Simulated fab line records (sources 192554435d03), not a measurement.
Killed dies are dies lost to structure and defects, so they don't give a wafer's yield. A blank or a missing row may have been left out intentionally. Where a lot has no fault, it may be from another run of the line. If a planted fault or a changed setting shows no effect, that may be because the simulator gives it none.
A struck lot beside a sound one ; flow n5_finfet ; 37 out of 1938 route steps
Sound: these wafers, L969.3, L969.5, L969.6. Struck: wafer L977.6. (L977.3 of the same lot was not struck and is left out.) The cause comes at the end.
Per side, at each step with rows, come the tool, then ch with its chambers, and then its first start. Under that, the readings that differ: sound wafers ; struck wafers ; difference of the means ; sigmas: that difference in standard deviations of wafers without a fault.
alike: readings with means less than 2 such deviations apart, plus words and numbers identical on both sides. not compared: withheld readings, readings lacking a value on some wafer, bounds such as >300 that could conceal the same value, and numbers that have no deviation in the record and whose values overlap.
A row with sigmas, a row that says differs or no value, or rows on one side alone: a step with any of these is where the two part. Numbers that have no deviation but don't overlap get no sigmas and don't part them. Lack of a reading on every wafer of one side parts them only where that side has two or more wafers.

first, 9 steps without rows for these wafers: N5_BEOL_M4_ANNEAL_95 (time 240 s); N5_BEOL_M4_SPUTTER_96 (material Cu, target thk 4.5 nm, time 8.29 s); N5_BEOL_M4_ECD_50 (material Cu, target thk 300 nm); N5_BEOL_M4_ANNEAL_51 (time 90 s); N5_BEOL_M4_CMP_52 (polishes, stops on SiOC, t overpolish 6.8 s, target thk 40 nm); N5_BEOL_M4_PRE_CLEAN_60 (time 15 s); N5_BEOL_M4_CO_CAP_55 (material Co, precursor CCTBA/H2, target thk 2 nm, time 102.1 s); N5_BEOL_M4_PRE_CLEAN_56 (time 15 s); N5_BEOL_M4_DEP_57 (deposits SiCN from 3MS/NH3, target thk 8 nm, time 14 s).
N5_BEOL_M4_RC_MEAS_101:
  sound on prober-01 ch 0, day 10 04:08; struck on prober-01 ch 0, day 12 17:44
  alike: DIBL_N, DIBL_P, IOFF_N, IOFF_P, ION_N, ION_P, SS_N, SS_P, VT_N, VT_P
then, 24 steps without rows for these wafers: N5_BEOL_M5_ILD_DEP_00 (deposits SiCOH lowk from DEMS/porogen, target thk 140.64 nm, time 25.9 s); N5_BEOL_M5_CURE_79 (cures SiCOH lowk, time 240 s); N5_BEOL_M5_PECVD_70 (deposits SiO2 from TEOS/O2, target thk 16 nm, time 18 s); N5_BEOL_M5_HM_DEP_02 (deposits TiN, target thk 20 nm); N5_BEOL_M5_COAT_59 (time 60 s, resist thk 60 nm); N5_BEOL_M5_COAT_60 (time 60 s, resist thk 12 nm); N5_BEOL_M5_COAT_71 (time 60 s, resist thk 5 nm); N5_BEOL_M5_COAT_05 (resist thk 30 nm); N5_BEOL_M5_EBR_07; N5_BEOL_M5_SOFTBAKE_06 (time 60 s); N5_BEOL_M5_EXPOSE_08 (exposes mask M5, target cd 28 nm); N5_BEOL_M5_PEB_09 (peb time 60 s); N5_BEOL_M5_DEVELOP_10 (develop time 30 s); N5_BEOL_M5_DESCUM_16 (chemistry O2, time 7 s); N5_BEOL_M5_ETCH_72 (etches underlayer in N2/H2, target depth 6.5 nm, time 5.2 s); N5_BEOL_M5_ETCH_61 (etches SiARC in CF4, target depth 15.6 nm, time 26 s); N5_BEOL_M5_ETCH_62 (etches SOC in N2/H2, target depth 75 nm, overetch 15 nm, time 112.5 s); N5_BEOL_M5_STRIP_63 (strips in N2/H2); N5_BEOL_M5_STRIP_73 (strips in N2/H2); N5_BEOL_M5_STRIP_64 (strips in CF4); N5_BEOL_M5_HM_OPEN_17 (chemistry Cl2/BCl3, target TiN, target depth 20 nm, overetch 6 nm); N5_BEOL_M5_STRIP_19 (strips in O2); N5_BEOL_M5_COAT_65 (time 60 s, resist thk 60 nm); N5_BEOL_M5_COAT_66 (time 60 s, resist thk 12 nm).
-- record jumps: 5 days separate the struck wafers' starts on either side; left off in module BEOL_M5, taken up again in module PASSIVATION, whose first shown step is the route's number 1916 --
N5_PASSIVATION_PECVD_35: deposits SiNx from SiH4/NH3/N2, target thk 700 nm, time 151.3 s.
  sound on pecvd-04 ch 0,1,2, day 14 17:23; struck on pecvd-03 ch 0, day 17 09:56
reading;sound;struck;difference;sigmas
run_length_s (s);195.3 195.7 194.8;265.5;+70.2;+99 or more
throttle_valve_pct (%);29.6 30.1 33.9;28.0;-3.2;-2
model.SiNx_of_PASSIVATION_PECVD_35.thk_nm (nm);688.4 698.8 702.4;1031;+334;
  alike: chamber_pressure_Torr, heater_power_outer_w, heater_power_w, rf_fwd_power_W, showerhead_plenum_p_Torr
N5_PASSIVATION_STRIP_52: strips in post etch residue remover, time 1200 s.
  sound on wet_bench-02 ch 0,3,6, day 14 18:31; struck on wet_bench-02 ch 5, day 17 11:05
reading;sound;struck;difference;sigmas
model.SiNx_of_PASSIVATION_PECVD_35.thk_nm (nm);688 698.4 702;1031;+335;
N5_PASSIVATION_PROBE_49:
  sound on prober-01 at day 14 21:03; struck on prober-01 at day 17 13:45
reading;sound;struck;difference;sigmas
defect_limited_yield (%);95.1 92.1 90.5;0;-93;-62
killed_at_other;0 2 5;1088;+1086;+99 or more
killed_dies;58 93 112;1180;+1092;+61
killed_on_rim;7 19 21;152;+136;+38
sort_bin_5_function (%);2.6 5.3 5.6;96.8;+92.3;+99 or more
sort_n_pass;1122 1087 1068;0;-1092;-61
sort_yield_pct (%);95.1 92.1 90.5;0;-93;-62
  alike: killed_at_M0_to_M3, killed_at_M4_up, killed_at_contacts, killed_at_front_end, killed_open, killed_short, sort_bin_6_memory

WHERE THEY PART
At N5_PASSIVATION_PECVD_35 first; at N5_PASSIVATION_PROBE_49 last (within this record only).

WHY: the cause the simulator had injected
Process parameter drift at N5_PASSIVATION_PECVD_35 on pecvd-03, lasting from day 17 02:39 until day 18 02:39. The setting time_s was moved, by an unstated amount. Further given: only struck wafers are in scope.
